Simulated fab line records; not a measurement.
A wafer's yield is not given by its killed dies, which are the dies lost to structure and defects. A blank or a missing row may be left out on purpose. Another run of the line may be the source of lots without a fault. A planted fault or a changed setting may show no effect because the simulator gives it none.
Chamber matching / flow n5 finfet / rie diel-04 running N5_BEOL_M0_SAQP_ETCH_49: 4 sister chambers
The step etches SiO2 in CF4/O2, target depth 37 nm. 16 wafers are shown with their chamber, then 8 later ones without.

## EACH WAFER AND ITS CHAMBER
wafer=L075.1; chamber=0; drypump motor current A (A)=5.3; showerhead plenum p Torr (Torr)=2.30; rf vpp V (V)=238
wafer=L075.3; chamber=3; drypump motor current A (A)=6.8; showerhead plenum p Torr (Torr)=2.11; rf vpp V (V)=237
wafer=L075.6; chamber=1; drypump motor current A (A)=5.4; showerhead plenum p Torr (Torr)=2.27; rf vpp V (V)=243
wafer=L081.1; chamber=2; drypump motor current A (A)=6.1; showerhead plenum p Torr (Torr)=2.18; rf vpp V (V)=241
wafer=L081.2; chamber=3; drypump motor current A (A)=6.7; showerhead plenum p Torr (Torr)=2.10; rf vpp V (V)=239
wafer=L081.5; chamber=2; drypump motor current A (A)=6.1; showerhead plenum p Torr (Torr)=2.18; rf vpp V (V)=239
wafer=L082.1; chamber=3; drypump motor current A (A)=6.8; showerhead plenum p Torr (Torr)=2.10; rf vpp V (V)=237
wafer=L082.5; chamber=0; drypump motor current A (A)=5.4; showerhead plenum p Torr (Torr)=2.29; rf vpp V (V)=239
wafer=L082.6; chamber=3; drypump motor current A (A)=6.8; showerhead plenum p Torr (Torr)=2.10; rf vpp V (V)=237
wafer=L086.1; chamber=1; drypump motor current A (A)=5.4; showerhead plenum p Torr (Torr)=2.26; rf vpp V (V)=243
wafer=L086.2; chamber=0; drypump motor current A (A)=5.3; showerhead plenum p Torr (Torr)=2.29; rf vpp V (V)=238
wafer=L086.3; chamber=2; drypump motor current A (A)=6.1; showerhead plenum p Torr (Torr)=2.18; rf vpp V (V)=241
wafer=L090.3; chamber=2; drypump motor current A (A)=6.1; showerhead plenum p Torr (Torr)=2.18; rf vpp V (V)=239
wafer=L090.4; chamber=3; drypump motor current A (A)=6.7; showerhead plenum p Torr (Torr)=2.10; rf vpp V (V)=235
wafer=L090.5; chamber=2; drypump motor current A (A)=6.1; showerhead plenum p Torr (Torr)=2.18; rf vpp V (V)=240
wafer=L092.2; chamber=1; drypump motor current A (A)=5.4; showerhead plenum p Torr (Torr)=2.25; rf vpp V (V)=240

SIGNATURES (means of the wafers above)
reading=drypump motor current A; chamber 0=5.333; chamber 1=5.400; chamber 2=6.100; chamber 3=6.760; scatter within a chamber=0.0394
reading=showerhead plenum p Torr; chamber 0=2.2933; chamber 1=2.2600; chamber 2=2.1800; chamber 3=2.1020; scatter within a chamber=0.00537
reading=rf vpp V; chamber 0=238.33; chamber 1=242.00; chamber 2=240.00; chamber 3=237.00; scatter within a chamber=1.25
Rule: for each reading, subtract the chamber's mean from the wafer's reading, divide by that reading's scatter and square the result; add these up over the readings and take the root, which gives the wafer's distance from the chamber. The wafer belongs to the nearest chamber; if the next one is less than 2 further off, it can't be placed. The scatter: take each reading less its chamber's mean, square it, sum over the shown wafers, divide by the number of wafers less the number of chambers, and take the root.

## WAFERS WITHOUT THEIR CHAMBER
wafer=L092.3; drypump motor current A (A)=6.8; showerhead plenum p Torr (Torr)=2.10; rf vpp V (V)=237
wafer=L092.5; drypump motor current A (A)=6.1; showerhead plenum p Torr (Torr)=2.17; rf vpp V (V)=239
wafer=L093.1; drypump motor current A (A)=5.4; showerhead plenum p Torr (Torr)=2.25; rf vpp V (V)=243
wafer=L093.4; drypump motor current A (A)=6.1; showerhead plenum p Torr (Torr)=2.17; rf vpp V (V)=239
wafer=L093.6; drypump motor current A (A)=5.4; showerhead plenum p Torr (Torr)=2.25; rf vpp V (V)=242
wafer=L094.1; drypump motor current A (A)=6.8; showerhead plenum p Torr (Torr)=2.09; rf vpp V (V)=238
wafer=L094.3; drypump motor current A (A)=5.4; showerhead plenum p Torr (Torr)=2.25; rf vpp V (V)=242
wafer=L094.4; drypump motor current A (A)=6.1; showerhead plenum p Torr (Torr)=2.17; rf vpp V (V)=240

## EACH ONE'S CHAMBER
wafer=L092.3; from the rows above=3; in truth=3
wafer=L092.5; from the rows above=2; in truth=2
wafer=L093.1; from the rows above=1; in truth=1
wafer=L093.4; from the rows above=2; in truth=2
wafer=L093.6; from the rows above=1; in truth=1
wafer=L094.1; from the rows above=3; in truth=3
wafer=L094.3; from the rows above=1; in truth=1
wafer=L094.4; from the rows above=2; in truth=2
Placed correctly: 8 of 8. Not placeable from these rows: 0. Placed wrongly: 0.
